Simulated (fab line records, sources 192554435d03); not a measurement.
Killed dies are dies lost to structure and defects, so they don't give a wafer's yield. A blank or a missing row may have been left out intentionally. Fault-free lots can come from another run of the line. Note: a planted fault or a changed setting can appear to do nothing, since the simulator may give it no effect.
Chamber matching | flow n5-finfet | 3 sister chambers for N5_FIN_SAQP_STRIP_70 on rie-diel-02
The step strips in N2/H2. 3 wafers are shown with their chamber, then 6 later ones without.

== WAFERS PAIRED WITH THEIR CHAMBERS ==
wafer  | chamber | showerhead-plenum-p-Torr (Torr)
L084.1 | 1       | 3.19
L088.2 | 0       | 3.45
L088.6 | 3       | 3.33

== WAFERS WITHOUT THEIR CHAMBER ==
wafer  | showerhead-plenum-p-Torr (Torr)
L090.6 | 3.33
L092.3 | 3.33
L092.5 | 3.44
L093.1 | 3.60
L093.3 | 3.44
L093.4 | 3.32

== CHAMBER TAKEN BY EACH ==
wafer  | from the rows above          | in truth
L090.6 | can't be placed: 3 or 0      | 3
L092.3 | can't be placed: 3 or 0      | 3
L092.5 | can't be placed: 0 or 3      | 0
L093.1 | can't be placed: 0 or 3      | 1
L093.3 | can't be placed: 0 or 3      | 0
L093.4 | can't be placed: 3 or 1 or 0 | 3
Placed correctly: 0 of 6. Not placeable from these rows: 6 (in 5, the candidates include the true chamber). Wrongly placed: 0.
How it was worked out, from the rows above alone: a wafer's distance from a chamber is the root of the sum, over the readings, of the square of ((its reading less the chamber's mean) divided by the reading's scatter). The wafer belongs to the nearest chamber; if the next one is less than 2 further off, it can't be placed. A chamber's mean is the mean of its shown wafers. The scatter: root of mean squared gap, hidden wafer to nearest shown wafer, with one shown wafer a chamber.
